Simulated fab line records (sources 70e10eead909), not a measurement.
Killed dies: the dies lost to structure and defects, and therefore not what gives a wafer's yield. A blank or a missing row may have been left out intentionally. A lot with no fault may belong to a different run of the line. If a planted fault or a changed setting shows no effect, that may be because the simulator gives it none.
fab line records | flow nandHarc
record: lots: 14 wafers: 42 lastDay: 24
route steps=1159 shown A_CHANNEL_HOLE_D1@479 A_CHANNEL_FILL_D1@496
lots untouched by any fault: they come from a run of this same line in which no faults occurred
startH: hours from the record's first day to the start of the lot's first wafer shown | waitH: hours since the lot's step before | " the same as in the row above | L1.1+2: a row that stands for several wafers | - no value, or no start given | * or withheld: withheld | < > ~ a bound
route shown NAME@n: a module of which the file shows steps, and the number in the route of the first | usual: mean/standard deviation taken from wafers without a fault | same: alike in all rows | chamber/n: place in a boat | sites: the reading at each site | _std_site: their standard deviation | _edge_site: inner sites' mean taken away from outer sites' mean | radiusMm: how far each site lies from the wafer's centre | mask NAME#n: copy n | behind: the last tool/chamber to shape the wafer | hold: what put the lot on hold/how long, in hours/how the hold closed | device: whichever transistor did not switch (one of n, p or np) | end of line: the route-end tests of the same wafers | a step without rows: its recipe alone | killed: dies lost to structure and defects at the first sort, not the wafer's yield | map: the dies of a wafer, with x for killed, . for not killed, _ for no die there
set.NAME: the setting that was run; set.NAME@STEP: the one run at that earlier step | model.NAME: the simulator's own value behind a step, which no gauge read
one table for each step of the route and one row for each wafer, over a sample of lots
services: a tool's chamber out of use, with start hour (startH, from the record's first day; less than 0 if before it), hours out, and reason
== steps ==
step: NHARC_A_CHANNEL_HOLE_D1_ETCH_33
recipe: biasV: 400 sourceW: 2000 pressureMtorr: 25 timeS: 90 arFlowSccm: 375 c4f8FlowSccm: 41.7 o2FlowSccm: 83.3 tempC: -20 targetDepthA: 4000 chemistry: C4F8/O2/Ar
usual: drypumpMotorCurrentA: 5.6/0.51 showerheadPlenumPTorr: 3.82/0.11 throttleValvePct: 27.620/0.0092
columns lot.wafer tool chamber startH waitH drypumpMotorCurrentA rfHoursCounterH showerheadPlenumPTorr throttleValvePct
L523.1 harEtch-02 0 193.68 0.2 5.2 110 3.92 27.606
L523.3 " 1 " " 5.1 - 3.92 27.624
L523.5 " 1 " " 5.1 - 3.92 27.616
L525.2 harEtch-01 0 199.42 0.2 5.7 201 3.64 27.628
L525.4 " 0 " " 5.7 - 3.64 27.626
L525.5 " 0 " " 5.7 - 3.64 27.631
L524.2 harEtch-02 0 199.56 0.2 5.2 114 3.91 27.637
L524.3 " 0 " " 5.2 - 3.91 27.613
L524.5 " 1 " " 5.1 - 3.91 27.639
L526.2 harEtch-01 1 210.96 0.2 6.3 206 3.86 27.627
L526.5 " 0 " " 5.8 - 3.64 27.604
L526.6 " 1 " " 6.3 - 3.86 27.625
L527.3 harEtch-02 0 211.32 0.2 5.2 - 3.91 27.614
L527.4 " 1 " " 5.0 - 3.91 27.622
L527.5 " 0 " " 5.2 - 3.91 27.621
L528.1 harEtch-01 1 218.91 0.2 6.3 210 3.86 27.625
L528.4 " 1 " " 6.3 - 3.86 27.627
L528.5 " 0 " " 5.7 - 3.63 27.617
L529.2 harEtch-02 0 219.22 0.2 5.2 123 3.91 27.638
L529.4 " 1 " " 5.0 - 3.91 27.621
L529.6 " 1 " " 5.0 - 3.91 27.601
L530.1 harEtch-01 1 229.58 0.2 6.4 216 3.85 27.632
L530.4 " 0 " " 5.8 - 3.63 27.603
L530.6 " 1 " " 6.4 - 3.85 27.633
L538.2 harEtch-02 0 281.08 0.2 5.2 150 3.89 27.615
L538.4 " 1 " " 5.0 - 3.89 27.615
L538.6 " 0 " " 5.2 - 3.89 27.606
L540.1 harEtch-01 1 290.17 0.2 6.3 246 3.84 27.611
L540.3 " 0 " " 5.8 - 3.61 27.612
L540.4 " 1 " " 6.3 - 3.84 27.619
L544.1 harEtch-02 1 300.61 0.2 5.0 159 3.89 27.622
L544.3 " 0 " " 5.2 - 3.89 27.625
L544.5 " 1 " " 5.0 - 3.89 27.622
L541.2 harEtch-01 0 302.12 0.2 5.7 250 3.61 27.615
L541.4 " 0 " " 5.7 - 3.61 27.619
L541.5 " 0 " " 5.8 - 3.61 27.608
L543.2 harEtch-02 1 304.77 0.2 5.0 163 3.89 27.618
L543.5 " 1 " " 5.0 - 3.89 27.622
L543.6 " 0 " " 5.2 - 3.89 27.608
L545.2 harEtch-02 1 319.14 0.2 5.0 169 3.88 27.616
L545.1 " 0 " " 5.2 169 3.88 27.634
L545.5 " 0 " " 5.2 - 3.88 27.613
step: NHARC_A_CHANNEL_FILL_D1_ALD_16
recipe: targetThkA: 15 pulseTimeS: 10 aldCycles: 15 tempC: 300 material: SiO2
usual: heaterPowerW: 468/37 precursorPulseHeightRel: 1.001/0.02
columns lot.wafer tool chamber startH waitH heaterPowerW precursorPulseHeightRel
L523.1 aldHk-01 2 207.74 0.1 424 0.981
L523.3 " 0 " " 446 0.994
L523.5 " 2 " " 421 1.007
L525.4 aldHk-04 3 214.30 0.1 491 0.992
L525.2 " 2 " " 460 0.983
L525.5 " 3 " " 498 0.998
L524.3 aldHk-01 1 214.33 0.1 406 1.005
L524.2 " 3 " " 523 0.979
L524.5 " 0 " " 459 1.006
L526.2 aldHk-02 1 224.98 0.0 506 1.005
L526.5 " 1 " " 495 0.959
L526.6 " 2 " " 575 1.001
L527.4 aldHk-04 3 225.01 0.1 478 0.976
L527.3 " 0 " " 445 1.019
L527.5 " 3 " " 485 1.004
L528.4 aldHk-04 1 235.66 2.2 451 0.992
L528.1 " 0 " " 452 0.993
L528.5 " 2 " " 457 0.979
L529.2 aldHk-04 3 235.82 2.4 478 1.031
L529.4 " 1 " " 469 1.000
L529.6 " 0 " " 450 0.998
L530.1 aldHk-04 0 243.70 0.1 445 1.004
L530.4 " 2 " " 456 0.994
L530.6 " 0 " " 449 0.989
L538.4 aldHk-02 1 295.14 0.1 476 1.018
L538.2 " 3 " " 437 0.978
L538.6 " 0 " " 463 1.020
L540.3 aldHk-01 2 304.65 0.4 409 1.031
L540.4 " 3 " " 510 1.016
L540.1 " 0 " " 446 0.963
L541.4 aldHk-02 1 314.67 0.0 479 0.994
L541.2 " 0 " " 470 1.006
L541.5 " 1 " " 485 0.995
L544.3 aldHk-04 1 314.68 0.0 463 1.022
L544.1 " 3 " " 485 0.995
L544.5 " 1 " " 444 1.003
L543.2 aldHk-04 3 318.99 0.1 475 0.985
L543.5 " 2 " " 464 0.983
L543.6 " 3 " " 496 1.010
L545.1 aldHk-04 1 334.12 0.0 465 1.009
L545.2 " 3 " " 485 0.963
L545.5 " 1 " " 466 0.999
step: NHARC_A_CHANNEL_FILL_D1_CVD_18
recipe: targetThkA: 30 tempC: 550 material: poly-Si
usual: spikeTcBottomC: 576.7/2.1 spikeTcCentreC: 550.4/1.5 spikeTcLowerC: 549.9/1.3 tubeCenterTempC: 550/0.052
columns lot.wafer tool chamber startH waitH spikeTcBottomC spikeTcCentreC spikeTcLowerC tubeCenterTempC
L523.1 lpcvdPoly-02 0 217.66 - 575.4 552.7 548.0 549.92
L523.3 " 0 " " 576.5 553.1 550.9 550.04
L523.5 " 0 " " 576.2 553.1 550.1 549.93
L524.2 lpcvdPoly-03 0 224.62 - 579.7 550.4 550.1 549.99
L524.3 " 0 " " 576.6 549.1 550.7 550
L524.5 " 0 " " 578.5 549.6 548.3 550.05
L525.2 lpcvdPoly-03 0 224.62 - 578.1 550.3 550.5 550.01
L525.4 " 0 " " 577.8 549.1 549.7 550.07
L525.5 " 0 " " 578.7 550.0 550.7 549.97
L526.2 lpcvdPoly-03 0 234.48 - 578.6 550.4 549.0 549.93
L526.5 " 0 " " 578.4 549.9 550.6 549.95
L526.6 " 0 " " 576.9 549.5 552.0 549.97
L527.3 lpcvdPoly-03 0 234.48 - 577.4 548.7 551.0 550
L527.4 " 0 " " 579.5 550.9 552.9 549.97
L527.5 " 0 " " 577.9 550.2 548.2 549.97
L528.1 lpcvdPoly-02 - 245.35 - - - - -
L528.4 " - " " - - - -
L528.5 " - " " - - - -
L529.2 lpcvdPoly-02 - 245.35 - - - - -
L529.4 " - " " - - - -
L529.6 " - " " - - - -
L530.1 lpcvdPoly-04 0 253.45 - 571.4 551.4 548.9 549.97
L530.4 " 0 " " 572.0 550.9 547.6 549.98
L530.6 " 0 " " 573.1 552.8 547.2 549.99
L538.2 lpcvdPoly-03 0 307.48 - 578.3 548.3 551.7 549.92
L538.4 " 0 " " 577.0 550.6 549.5 549.97
L538.6 " 0 " " 576.1 550.1 552.0 550.01
L540.1 lpcvdPoly-02 0 316.63 - 577.0 551.8 550.8 549.95
L540.3 " 0 " " 575.0 551.2 549.3 549.93
L540.4 " 0 " " 574.4 551.9 550.0 550.03
L541.2 lpcvdPoly-02 0 325.63 - 575.3 551.7 551.2 550.02
L541.4 " 0 " " 576.1 552.2 548.9 550.06
L541.5 " 0 " " 575.5 552.8 548.1 550.04
L544.1 lpcvdPoly-02 0 325.63 - 574.9 552.8 549.2 550.03
L544.3 " 0 " " 573.7 551.5 549.3 549.97
L544.5 " 0 " " 575.6 550.8 548.0 549.96
L543.2 lpcvdPoly-03 0 328.54 - 579.3 550.3 550.2 550.01
L543.5 " 0 " " 579.1 549.7 549.7 550.04
L543.6 " 0 " " 577.9 551.1 550.7 549.98
L545.1 lpcvdPoly-04 0 343.80 - 572.9 551.7 546.8 549.93
L545.2 " 0 " " 572.6 551.5 547.3 550
L545.5 " 0 " " 572.7 551.9 548.6 550.09
step: NHARC_A_CHANNEL_FILL_D1_ALD_25
recipe: targetThkA: 600 pulseTimeS: 10 aldCycles: 600 tempC: 300 material: SiOx
usual: heaterPowerW: 474/43 precursorPulseHeightRel: 1.000/0.02
columns lot.wafer tool chamber startH waitH heaterPowerW precursorPulseHeightRel
L523.1 aldHk-02 2 232.99 1.3 572 1.004
L523.3 " 3 " " 453 1.016
L523.5 " 1 234.85 3.2 513 0.971
L524.2 aldHk-04 2 238.62 0.1 457 0.995
L524.3 " 0 239.86 1.3 448 1.000
L524.5 " 3 241.73 3.2 483 0.949
L525.2 aldHk-02 2 238.70 0.1 571 1.028
L525.4 " 3 " " 457 1.011
L525.5 " 3 241.75 3.2 468 0.972
L527.4 aldHk-02 3 249.64 1.3 461 0.996
L527.3 " 0 " " 460 0.992
L527.5 " 2 251.51 3.2 591 1.016
L526.2 aldHk-01 0 250.94 2.6 439 0.983
L526.5 " 2 253.45 5.1 402 1.054
L526.6 " 3 254.70 6.3 511 1.013
L528.4 aldHk-02 3 259.91 0.7 441 0.979
L528.1 " 1 261.14 1.9 502 1.011
L528.5 " 2 " " 571 0.996
L529.4 aldHk-04 2 259.93 0.7 452 0.960
L529.2 " 0 261.17 1.9 451 0.977
L529.6 " 2 262.41 3.2 452 0.993
L530.4 aldHk-04 1 268.24 0.1 461 1.008
L530.1 " 0 270.09 1.9 451 1.020
L530.6 " 1 " " 464 0.965
L538.4 aldHk-01 0 322.26 0.8 447 0.986
L538.2 " 1 " " 414 1.031
L538.6 " 3 324.15 2.6 517 1.006
L540.1 aldHk-02 0 330.47 0.1 478 1.021
L540.4 " 1 " " 471 0.997
L540.3 " 2 " " 540 0.990
L541.4 aldHk-01 3 341.52 0.1 516 0.998
L541.2 " 0 342.75 1.3 440 0.977
L541.5 " 3 346.43 5.0 507 1.026
L543.2 aldHk-02 1 342.14 0.7 493 1.002
L543.6 " 0 344.00 2.5 483 1.006
L543.5 " 1 " " 467 0.982
L544.1 aldHk-04 0 342.76 1.3 440 1.005
L544.3 " 1 " " 466 0.995
L544.5 " 2 " " 468 1.001
L545.1 aldHk-01 1 358.07 0.1 421 0.988
L545.2 " 0 359.92 1.9 447 1.005
L545.5 " 1 " " 421 1.029
== services ==
columns tool chamber startH hours kind
aldHk-04 - 187.33 10.0 pm
aldHk-04 0 187.33 10.0 ventCycle
aldHk-04 1 187.33 10.0 ventCycle
aldHk-04 2 187.33 10.0 ventCycle
aldHk-04 3 187.33 10.0 ventCycle
aldHk-04 0 197.33 - clean
aldHk-04 1 197.33 - clean
aldHk-04 2 197.33 - clean
aldHk-04 3 197.33 - clean
aldHk-04 - 209.07 2.9 repair
aldHk-01 - 229.71 10.0 pm
aldHk-01 0 229.71 10.0 ventCycle
aldHk-01 1 229.71 10.0 ventCycle
aldHk-01 2 229.71 10.0 ventCycle
aldHk-01 3 229.71 10.0 ventCycle
aldHk-01 0 239.71 - clean
aldHk-02 0 283.77 10.0 ventCycle
aldHk-02 3 283.77 10.0 ventCycle
aldHk-02 0 293.77 - clean
aldHk-02 1 293.77 - clean
aldHk-02 2 293.77 - clean
aldHk-02 3 293.77 - clean
harEtch-01 - 306.48 17.0 pm
lpcvdPoly-04 - 314.00 26.0 pm
== key ==
firstSign: step: NHARC_A_CHANNEL_FILL_D1_CVD_18 reading: toolRecord direction: missing
effect none on later readings
metAt NHARC_A_CHANNEL_FILL_D1_CVD_18
struckLots L528,L529
laterRowsLeftOut L528.1,L528.4,L528.5,L529.2,L529.4,L529.6
sortLeftOut L528.1,L528.4,L528.5,L529.2,L529.4,L529.6
testerLeftOut L528,L529
notActingAt NHARC_A_CHANNEL_HOLE_D1_ETCH_33,NHARC_A_CHANNEL_FILL_D1_ALD_16,NHARC_A_CHANNEL_FILL_D1_ALD_25
onsetBetween 217.66 245.35
fault: kind: skippedStepWhole tool: lpcvdPoly-02 chamber: - onsetH: 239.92 steps: NHARC_A_CHANNEL_FILL_D1_CVD_18 scope: struckLotsOnly
testerLeftOut: of these lots the tester's yield and bins aren't shown, on N5 and GAA mostly nor the transistor test; their killed dies are dies lost to structure and defects alone, not to doping, threshold or leakage, so they don't give the yield
sortLeftOut: the simulated sort isn't trusted on such a fault, so these wafers' sort isn't shown, and their yield isn't known
laterRowsLeftOut: the simulator's readings of these wafers behind a module that went badly wrong aren't trusted and aren't shown, but for the sort
